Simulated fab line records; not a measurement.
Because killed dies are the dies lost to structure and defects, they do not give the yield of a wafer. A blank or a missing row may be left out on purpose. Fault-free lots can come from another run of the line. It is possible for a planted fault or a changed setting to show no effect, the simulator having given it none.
Problem report in the 8D (eight disciplines) form, filled by code ; flow n5 finfet ; the parts of the form that need people (team, actions taken, sign-off) are left out

## 1. WHAT IS WRONG
etch rf on time s at N5_FIN_SAQP_ETCH_57 reads a mean of 30.6 s on 2 wafers of 2 lots; wafers without a fault read 46.3 s with a standard deviation of 0.94. That is -17 standard deviations from the usual mean.
The step: etches SiNx in CH3F/O2, target depth 32.5 nm, time 46.4 s.
Seen first at day 4 12:43 on rie diel-06, wafer L975.5. The record has a number at this step for 17 wafers belonging to 6 lots. By rule, "out" or "out of limits" means more than 4 standard deviations away from the usual mean. Any other wafer with a number is counted as sound.

## 2. WHAT IT IS; WHAT IT IS NOT
question;is;is not
which readings at this step;etch rf on time s;drypump motor current A, rf vpp V, showerhead plenum p Torr, throttle valve pct
which lots;L975, L979;L966, L969, L985, L986
which wafers of those lots;L975.5, L979.2;L975.1, L979.3, L979.4
read on which tools;rie diel-06;rie diel-02
when;from day 4 12:43;"up to then (7 sound wafers); but 8 sound wafers of L979, L985, L986 came after"

## 3. WHAT RULES OUT EACH SUSPECT
Counting: any tool at a process step up to the reading remains a suspect provided it ran every lot that is out. Sound lots after the first of them don't rule it out here, since some wafers of a struck lot are sound.
- rie diel-01 at N5_FIN_SAQP_STRIP_55 (strips in N2/H2): kept. It ran every lot that is out, first L975 (day 4 10:56); its last sound lot up to then is L966 (day 2 04:48).
- rie diel-06 at N5_FIN_SAQP_ETCH_57 (etches SiNx in CH3F/O2, target depth 32.5 nm, time 46.4 s): kept. It ran every lot that is out, first L975 (day 4 12:43); its last sound lot up to then is L969 (day 3 00:19). Its own readings are out on those wafers: etch rf on time s.
Left after counting: rie diel-01 at N5_FIN_SAQP_STRIP_55, rie diel-06 at N5_FIN_SAQP_ETCH_57.

## 4. THE CAUSE (what the simulator had put in)
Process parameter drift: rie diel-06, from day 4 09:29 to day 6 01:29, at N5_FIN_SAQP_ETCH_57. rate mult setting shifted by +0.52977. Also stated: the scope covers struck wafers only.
This tool is one of the 2 suspects left after counting.

## 5. THE EFFECT CHAIN, in route order
Each row: a reading where the mean over the struck wafers with a number is more than 3 standard deviations away from the usual. Scope: only readings with a usual standard deviation given in the record; hours: median across lots of the time from each lot's start at the first step in this table that gives one to its start at this step; sigmas: change in usual standard deviations.
hours;step;reading;usual;on struck wafers;change;sigmas
0;N5_FIN_SAQP_ETCH_57;etch rf on time s;46.3 s;30.6;-15.7;-17
Its process steps:
- N5_FIN_SAQP_ETCH_57: etches SiNx in CH3F/O2, target depth 32.5 nm, time 46.4 s.
At these later measuring or inspecting steps, every struck wafer for which the step has a row has a number for every such reading, and none has moved that far: N5_BEOL_M4_RC_MEAS_101.

## 6. HOW IT WOULD HAVE BEEN CAUGHT EARLIER
First out-of-limits reading in this record: day 4 12:43, which is 3 hours after fault onset at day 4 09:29.
